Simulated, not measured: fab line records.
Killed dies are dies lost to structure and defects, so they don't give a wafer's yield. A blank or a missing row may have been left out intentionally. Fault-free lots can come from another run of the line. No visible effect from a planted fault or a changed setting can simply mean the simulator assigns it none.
A struck lot beside a sound one + flow nand harc + 15 out of 1159 route steps
Sound: the wafers L882.3, L882.4, L882.5. Wafers struck: L889.1, L889.3, L889.5. Last of all comes the cause.
Each step with rows lists, per side, the tool, then ch with its chambers, then its first start. Under that, the readings that differ: sound wafers + struck wafers + difference of the means + sigmas: that difference in standard deviations of wafers without a fault.
alike: words and numbers the same on both sides, and readings whose means are apart by under 2 such deviations; not compared: readings that were withheld, readings missing a value for some wafer, numbers with overlapping values and no deviation given by the record, and bounds like >300 which may hide the same value.
A row with sigmas, a row that says differs or no value, or rows on one side alone: a step with any of these is where the two part. When numbers do not overlap yet have no deviation, they are printed without sigmas and do not part them. Lack of a reading on every wafer of one side parts them only where that side has two or more wafers.

first, 1 step without rows for these wafers: NHARC_A_ONON_D1_DEP_06 (target thk 1000 nm).
NHARC_A_ONON_D1_THK_MEAS_08: measures by ellipsometry.
  sound on film metro-02, day 8 16:47; struck on film metro-02, day 10 15:49
  alike: thk nm
following that, 1 step holds no rows for these wafers, namely NHARC_A_ONON_D1_DEP_09 (target thickness 1000 nm).
NHARC_A_ONON_D1_THK_MEAS_11: measures by ellipsometry.
  sound on film metro-02, day 8 17:21; struck on film metro-01, day 10 16:22
  alike: thk nm
following that, 1 step holds no rows for these wafers, namely NHARC_A_ONON_D1_DEP_12 (target thickness 1000 nm).
NHARC_A_ONON_D1_THK_MEAS_14: measures by ellipsometry.
  sound on film metro-01, day 8 17:55; struck on film metro-01, day 10 16:56
  alike: thk nm
then, 2 steps without rows for these wafers: NHARC_A_ONON_D1_ANNEAL_15 (time 3600 s); NHARC_A_ONON_D1_DEP_16 (target thk 1000 nm).
NHARC_A_ONON_D1_THK_MEAS_18: measures by ellipsometry.
  sound on film metro-01, day 9 01:05; struck on film metro-01, day 11 00:58
  alike: thk nm
following that, 1 step holds no rows for these wafers, namely NHARC_A_ONON_D1_DEP_19 (target thickness 1000 nm).
NHARC_A_ONON_D1_THK_MEAS_21: measures by ellipsometry.
  sound on film metro-01, day 9 01:38; struck on film metro-01, day 11 01:32
| reading     | sound       | struck      | difference | sigmas |
|-------------|-------------|-------------|------------|--------|
| thk nm (nm) | 998 999 999 | 977 978 978 | -21        | -2     |
NHARC_A_ONON_D1_DEP_22: target thk 1000 nm.
  sound on pecvd onon-03 ch 0, day 9 01:49; struck on pecvd onon-02 ch 0, day 11 01:35
  alike: susceptor temp C
NHARC_A_ONON_D1_THK_MEAS_24: measures by ellipsometry.
  sound on film metro-02, day 9 02:14; struck on film metro-01, day 11 02:06
| reading     | sound       | struck      | difference | sigmas |
|-------------|-------------|-------------|------------|--------|
| thk nm (nm) | 999 997 999 | 711 710 712 | -287       | -35    |
following that, 1 step holds no rows for these wafers, namely NHARC_A_ONON_D1_DEP_25 (target thickness 1000 nm).
-- jump in the record: it breaks off in module A_ONON_D1 and resumes in module END (first step shown: number 1159 of the route), and 11 days separate the struck wafers' starts before and after --
NHARC_END_SORT_01:
  only the struck wafers appear in the record here, on prober-02 ch 0 at day 22 12:26; the sound ones have no rows

== WHERE THEY PART ==
At NHARC_A_ONON_D1_THK_MEAS_21 first; at NHARC_END_SORT_01 last (within this record only).

WHY: what had been put in by the simulator
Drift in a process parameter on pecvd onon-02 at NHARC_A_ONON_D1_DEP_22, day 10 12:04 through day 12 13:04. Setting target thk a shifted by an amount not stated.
